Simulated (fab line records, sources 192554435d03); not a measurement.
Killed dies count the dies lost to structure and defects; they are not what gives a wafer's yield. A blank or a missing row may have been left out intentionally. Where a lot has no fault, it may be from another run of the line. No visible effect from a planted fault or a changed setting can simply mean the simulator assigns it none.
Matching of chambers -- flow n5Finfet -- N5_FIN_CUT_ETCH_30 on rieDiel-05 has 4 sister chambers
The step etches underlayer in N2/H2, target depth 13 nm, time 10.4 s. 4 wafers are shown with their chamber, then 12 later ones without.

EACH WAFER AND ITS CHAMBER
wafer,chamber,drypumpMotorCurrentA (A)
L080.1,2,6.6
L081.2,3,5.9
L085.4,0,6.6
L085.6,1,5.3

WAFERS WITH NO CHAMBER GIVEN
wafer,drypumpMotorCurrentA (A)
L087.2,6.7
L087.4,6.6
L087.6,6.6
L089.1,6.6
L089.3,5.3
L089.6,5.9
L092.2,6.6
L092.3,6.6
L092.5,5.3
L096.3,5.3
L096.5,5.8
L096.6,6.6

THE CHAMBER EACH PASSED THROUGH
wafer,from the rows above,in truth
L087.2,can't be placed: 0 or 2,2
L087.4,can't be placed: 0 or 2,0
L087.6,can't be placed: 0 or 2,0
L089.1,can't be placed: 0 or 2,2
L089.3,1,1
L089.6,3,3
L092.2,can't be placed: 0 or 2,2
L092.3,can't be placed: 0 or 2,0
L092.5,1,1
L096.3,1,1
L096.5,3,3
L096.6,can't be placed: 0 or 2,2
Correct placement for 5 of the 12. Not placeable from these rows: 7 (in 7, the candidates include the true chamber). 0 placed wrongly.
How it was worked out, from the rows above alone: a wafer's distance from a chamber is the root of the sum, over the readings, of the square of ((its reading less the chamber's mean) divided by the reading's scatter). The wafer belongs to the nearest chamber; if the next one is less than 2 further off, it can't be placed. For every chamber, the mean is computed from those of its wafers that are shown. The scatter: root of mean squared gap, hidden wafer to nearest shown wafer, with one shown wafer a chamber.
